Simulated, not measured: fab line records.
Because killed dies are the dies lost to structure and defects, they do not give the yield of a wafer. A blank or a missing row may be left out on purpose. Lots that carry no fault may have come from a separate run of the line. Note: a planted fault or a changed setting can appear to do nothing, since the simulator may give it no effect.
The same fault as seen by 2 desks -- flow n5 finfet -- each desk has only its own numbers; what lay behind them comes last

== AT THE TOOL OWNER'S DESK: rie metal-01 ==
The tool's own readings at N5_GATE_CUT_CUT_ETCH_55 (etches HfO2 in BCl3, target depth 3.2 nm): means of the sampled wafers that have a number, for each lot that ran on this tool. The brackets show how far a lot's mean lies from the usual mean; more than 4 standard deviations puts the lot out of limits, marked OUT.
Columns: A = drypump motor current A at N5_GATE_CUT_CUT_ETCH_55, usual 5.8 A; B = oes product au at N5_GATE_CUT_CUT_ETCH_55, usual 0.73 a.u.; C = throttle valve pct at N5_GATE_CUT_CUT_ETCH_55, usual 33.3 %
lot,first seen here,A,B,C
L901,day 4 21:46,6.0,0.73,33.9
L912,day 7 16:16,6.0,0.71,34.0
L920,day 9 13:19,6.0,0.67,34.0
L921,day 9 17:57,6.0,0.67,34.0
Result from this desk: across the 4 lots, nothing is out of limits.

== FROM THE METROLOGY DESK ==
Means of the sampled wafers that have a number, per lot and without regard to the tool the lot ran on: this is what the gauges read. The brackets show how far a lot's mean lies from the usual mean; more than 4 standard deviations puts the lot out of limits, marked OUT. 7 of its 10 readings are shown, namely those furthest out on some lot.
Columns: A = DIBL_N at N5_BEOL_M4_RC_MEAS_101, usual 37.3 mV/V; B = DIBL_P at N5_BEOL_M4_RC_MEAS_101, usual 37.4 mV/V; C = IOFF_N at N5_BEOL_M4_RC_MEAS_101, usual 0.18 nA/um; D = IOFF_P at N5_BEOL_M4_RC_MEAS_101, usual 0.25 nA/um; E = ION_P at N5_BEOL_M4_RC_MEAS_101, usual 468 uA/um; F = SS_P at N5_BEOL_M4_RC_MEAS_101, usual 73.6 mV/dec; G = VT_P at N5_BEOL_M4_RC_MEAS_101, usual -248 mV
lot,first seen here,A,B,C,D,E,F,G
L901,day 8 14:43,37.8,38.0,0.18,0.29,473,74.1,-242
L906,day 9 22:00,35.0,33.5,0.13,0.20,464,73.7,-251
L912,day 11 02:26,39.2,40.3,0.21,0.32,476,73.8,-242
L920,day 13 04:11,40.6,42.2,0.25,0.37,484,74.6,-241
L921,day 13 07:44,36.4,35.9,0.15,0.19,456,73.0,-253
L923,day 13 13:27,36.3,35.3,0.17,0.26,476,73.5,-246
Result from this desk: across the 6 lots, nothing is out of limits.

== PUT TOGETHER ==
Nothing out of limits was seen by the tool owner's desk.
From the metrology desk's view, nothing was out of limits.

== WHAT THE SIMULATOR HAD INSERTED ==
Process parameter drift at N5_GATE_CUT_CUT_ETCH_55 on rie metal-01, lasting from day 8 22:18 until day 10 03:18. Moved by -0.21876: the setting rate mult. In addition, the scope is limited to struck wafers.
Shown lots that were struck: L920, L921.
